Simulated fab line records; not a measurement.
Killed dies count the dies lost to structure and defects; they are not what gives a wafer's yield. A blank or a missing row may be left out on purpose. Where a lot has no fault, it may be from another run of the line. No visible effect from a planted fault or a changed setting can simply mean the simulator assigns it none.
Which tool was responsible? :: flow nand_harc :: 6 lots, 18 wafers sampled, at 4 steps of a route of 1159

== WHAT THE GAUGES READ, wafer by wafer ==
NHARC_A_ZERO_WELL_INSPECT_17.
lot: L309
measured: day 7 16:03
on: defect_inspect-01
raw_defect_count: 2 12 3

lot: L312
measured: day 8 03:08
on: defect_inspect-02
raw_defect_count: 9 6 9

lot: L322
measured: day 10 10:51
on: defect_inspect-01
raw_defect_count: 1274 1270 1293

lot: L323
measured: day 10 17:27
on: defect_inspect-01
raw_defect_count: 17 6 12

lot: L325
measured: day 11 09:18
on: defect_inspect-02
raw_defect_count: 21 10 17

lot: L329
measured: day 12 11:53
on: defect_inspect-01
raw_defect_count: 6 9 7

== WHAT TOOL EACH LOT RAN ON (gives the tool, then ch and the chambers of the sampled wafers, and finally the start) ==
lot: L309
NHARC_P_BONDPAD_PRE_CLEAN_26: pvd_sputter-02, day 7 13:52 or earlier
NHARC_A_ZERO_WELL_ETCH_13: rie_si-06 ch 0,1,2, day 7 14:57
NHARC_A_ZERO_WELL_RTA_16: rtp_anneal-02 ch 0, day 7 15:53

lot: L312
NHARC_P_BONDPAD_PRE_CLEAN_26: pvd_sputter-02, day 8 00:56 or earlier
NHARC_A_ZERO_WELL_ETCH_13: rie_si-06 ch 0,1,3, day 8 02:03
NHARC_A_ZERO_WELL_RTA_16: rtp_anneal-02 ch 0, day 8 03:00

lot: L322
NHARC_P_BONDPAD_PRE_CLEAN_26: pvd_sputter-03, day 10 08:32 or earlier
NHARC_A_ZERO_WELL_ETCH_13: rie_si-06 ch 2,3, day 10 09:44
NHARC_A_ZERO_WELL_RTA_16: rtp_anneal-01 ch 0, day 10 10:41

lot: L323
NHARC_P_BONDPAD_PRE_CLEAN_26: pvd_sputter-01, day 10 15:08 or earlier
NHARC_A_ZERO_WELL_ETCH_13: rie_si-03 ch 1,3, day 10 16:20
NHARC_A_ZERO_WELL_RTA_16: rtp_anneal-02 ch 0, day 10 17:19

lot: L325
NHARC_P_BONDPAD_PRE_CLEAN_26: pvd_sputter-01, day 11 06:40 or earlier
NHARC_A_ZERO_WELL_ETCH_13: rie_si-03 ch 2,3, day 11 08:12
NHARC_A_ZERO_WELL_RTA_16: rtp_anneal-02 ch 0, day 11 09:08

lot: L329
NHARC_P_BONDPAD_PRE_CLEAN_26: pvd_sputter-02, day 12 09:19 or earlier
NHARC_A_ZERO_WELL_ETCH_13: rie_si-03 ch 0,1,2, day 12 10:32
NHARC_A_ZERO_WELL_RTA_16: rtp_anneal-02 ch 0, day 12 11:41
- NHARC_P_BONDPAD_PRE_CLEAN_26: time 30 s.
- NHARC_A_ZERO_WELL_ETCH_13: etches the open film in HBr/Cl2, target depth 120 nm, time 40.1 s.
- NHARC_A_ZERO_WELL_RTA_16: time 10 s.

== THE ANSWER, worked out from the rows above alone ==
Rule: the usual values come from the lots themselves. Put in order of their means at a reading, lots are off if they are a third of the lots or fewer, leave a main group of 4 or more, and stand apart from it by a gap of 3 or more times the standard deviation of the main group's means; of several such gaps the widest counts. The tables above print the reading to a certain number of digits; a main group whose means all agree to those digits is not used. Also off: a lot with no number at a reading for which 4 or more lots have one. The other lots that the step has rows for count as sound.
Off, at NHARC_A_ZERO_WELL_INSPECT_17 on raw_defect_count: L322. The main group: mean 10, standard deviation 3.7.
A tool fits if, at a process step before that reading, it ran every lot that is off, and no sound lot after the first of them. Gauges at NHARC_A_ZERO_WELL_INSPECT_17: tried the same way as those tools. Because NHARC_P_BONDPAD_PRE_CLEAN_26 lacks a start for some lots, the hours and order of its lots are taken from NHARC_A_START_INSPECT_01. Can't be told from this: 3 tools fit, pvd_sputter-03 at NHARC_P_BONDPAD_PRE_CLEAN_26, rie_si-06 at NHARC_A_ZERO_WELL_ETCH_13, rtp_anneal-01 at NHARC_A_ZERO_WELL_RTA_16.

== WHAT WAS PUT IN BY THE SIMULATOR ==
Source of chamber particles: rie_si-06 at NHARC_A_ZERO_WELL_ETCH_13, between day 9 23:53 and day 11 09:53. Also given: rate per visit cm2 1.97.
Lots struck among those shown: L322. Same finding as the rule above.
